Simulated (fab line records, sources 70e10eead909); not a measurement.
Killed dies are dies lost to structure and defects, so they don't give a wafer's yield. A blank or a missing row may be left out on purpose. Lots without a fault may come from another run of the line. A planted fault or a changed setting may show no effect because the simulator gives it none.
Chamber matching | flow nand_harc | NHARC_A_CHANNEL_FILL_D1_STRIP_28 on rie_diel-11: 4 sister chambers
The step strips in O2, time 20 s. 16 wafers are shown with their chamber, then 8 later ones without.

WAFERS WITH THEIR CHAMBER
wafer  | chamber | drypump_motor_current_A (A) | showerhead_plenum_p_Torr (Torr) | oes_product_au (a.u.)
L077.2 | 0       | 5.9                         | 3.74                            | 0.997
L077.3 | 2       | 4.8                         | 3.44                            | 0.999
L077.6 | 1       | 6.6                         | 3.56                            | 0.984
L076.1 | 0       | 5.9                         | 3.74                            | 0.993
L076.3 | 3       | 6.3                         | 3.46                            | 1.007
L076.6 | 0       | 5.9                         | 3.74                            | 0.990
L082.1 | 3       | 6.3                         | 3.46                            | 0.988
L082.4 | 1       | 6.7                         | 3.56                            | 0.982
L082.5 | 1       | 6.6                         | 3.56                            | 0.977
L084.3 | 1       | 6.6                         | 3.56                            | 0.983
L084.4 | 2       | 4.8                         | 3.43                            | 0.994
L084.6 | 3       | 6.3                         | 3.46                            | 0.988
L086.2 | 2       | 4.8                         | 3.43                            | 0.990
L086.3 | 1       | 6.6                         | 3.56                            | 0.986
L086.5 | 0       | 5.9                         | 3.73                            | 0.987
L089.1 | 2       | 4.8                         | 3.43                            | 0.990

SIGNATURES (means of the wafers above)
reading                  | chamber 0 | chamber 1 | chamber 2 | chamber 3 | scatter within a chamber
drypump_motor_current_A  | 5.900     | 6.620     | 4.800     | 6.300     | 0.0258
showerhead_plenum_p_Torr | 3.7375    | 3.5600    | 3.4325    | 3.4600    | 0.00354
oes_product_au           | 0.99175   | 0.98240   | 0.99325   | 0.99433   | 0.00574
Rule: a wafer's distance from a chamber is the root of the sum, over the readings, of the square of ((its reading less the chamber's mean) divided by the reading's scatter). The wafer belongs to the nearest chamber; if the next one is less than 2 further off, it can't be placed. The scatter: the root of (the sum of the squares of (reading less its chamber's mean) over the shown wafers, divided by (wafers less chambers)).

WAFERS WITHOUT THEIR CHAMBER
wafer  | drypump_motor_current_A (A) | showerhead_plenum_p_Torr (Torr) | oes_product_au (a.u.)
L089.3 | 6.3                         | 3.46                            | 0.993
L089.4 | 6.6                         | 3.56                            | 0.978
L090.3 | 4.8                         | 3.43                            | 0.986
L090.5 | 6.6                         | 3.55                            | 0.980
L090.6 | 4.8                         | 3.43                            | 0.999
L095.1 | 4.8                         | 3.43                            | 0.981
L095.5 | 4.8                         | 3.43                            | 0.985
L095.6 | 6.6                         | 3.55                            | 0.980

WHICH CHAMBER EACH WENT THROUGH
wafer  | from the rows above | in truth
L089.3 | 3                   | 3
L089.4 | 1                   | 1
L090.3 | 2                   | 2
L090.5 | 1                   | 1
L090.6 | 2                   | 2
L095.1 | 2                   | 2
L095.5 | 2                   | 2
L095.6 | 1                   | 1
Placed correctly: 8 of 8. Can't be placed from these rows: 0. Placed wrongly: 0.
